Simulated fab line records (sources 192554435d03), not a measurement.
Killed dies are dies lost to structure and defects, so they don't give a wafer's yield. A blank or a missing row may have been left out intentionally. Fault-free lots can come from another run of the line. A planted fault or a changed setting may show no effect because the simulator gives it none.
Matching of chambers / flow n5 finfet / N5_BEOL_M1_ETCHBACK_99 on rie diel-05: 4 sister chambers
The step etches SiO2 in CHF3, target depth 5 nm, time 10.4 s. 7 wafers are shown with their chamber, then 7 later ones without.

WAFERS WITH THEIR CHAMBER
wafer=L079.2; chamber=2; showerhead plenum p Torr (Torr)=2.23; throttle valve pct (%)=17.17
wafer=L083.4; chamber=3; showerhead plenum p Torr (Torr)=2.28; throttle valve pct (%)=16.97
wafer=L085.2; chamber=0; showerhead plenum p Torr (Torr)=2.05; throttle valve pct (%)=17.61
wafer=L085.4; chamber=1; showerhead plenum p Torr (Torr)=2.07; throttle valve pct (%)=17.38
wafer=L085.6; chamber=3; showerhead plenum p Torr (Torr)=2.27; throttle valve pct (%)=17.02
wafer=L094.3; chamber=0; showerhead plenum p Torr (Torr)=2.05; throttle valve pct (%)=17.60
wafer=L094.4; chamber=2; showerhead plenum p Torr (Torr)=2.22; throttle valve pct (%)=17.26

WAFERS WITH NO CHAMBER GIVEN
wafer=L094.5; showerhead plenum p Torr (Torr)=2.07; throttle valve pct (%)=17.38
wafer=L096.1; showerhead plenum p Torr (Torr)=2.07; throttle valve pct (%)=17.37
wafer=L096.4; showerhead plenum p Torr (Torr)=2.05; throttle valve pct (%)=17.60
wafer=L096.5; showerhead plenum p Torr (Torr)=2.22; throttle valve pct (%)=17.24
wafer=L097.1; showerhead plenum p Torr (Torr)=2.27; throttle valve pct (%)=17.03
wafer=L097.3; showerhead plenum p Torr (Torr)=2.22; throttle valve pct (%)=17.24
wafer=L097.6; showerhead plenum p Torr (Torr)=2.27; throttle valve pct (%)=17.03

WHICH CHAMBER EACH ONE RAN IN
wafer=L094.5; from the rows above=1; in truth=1
wafer=L096.1; from the rows above=1; in truth=1
wafer=L096.4; from the rows above=0; in truth=0
wafer=L096.5; from the rows above=2; in truth=2
wafer=L097.1; from the rows above=3; in truth=3
wafer=L097.3; from the rows above=2; in truth=2
wafer=L097.6; from the rows above=3; in truth=3
Placed correctly: 7 of 7. Can't be placed from these rows: 0. 0 placed wrongly.
How it was worked out, from the rows above alone: a wafer's distance from a chamber is the root of the sum, over the readings, of the square of ((its reading less the chamber's mean) divided by the reading's scatter). If the next closest chamber is less than 2 further off than the closest, the wafer can't be placed; otherwise it belongs to the closest. A chamber's mean is the mean of its shown wafers. How the scatter is found: for the shown wafers, subtract from each reading the mean of its chamber, square and add these, divide the total by (wafers less chambers), then take the root.
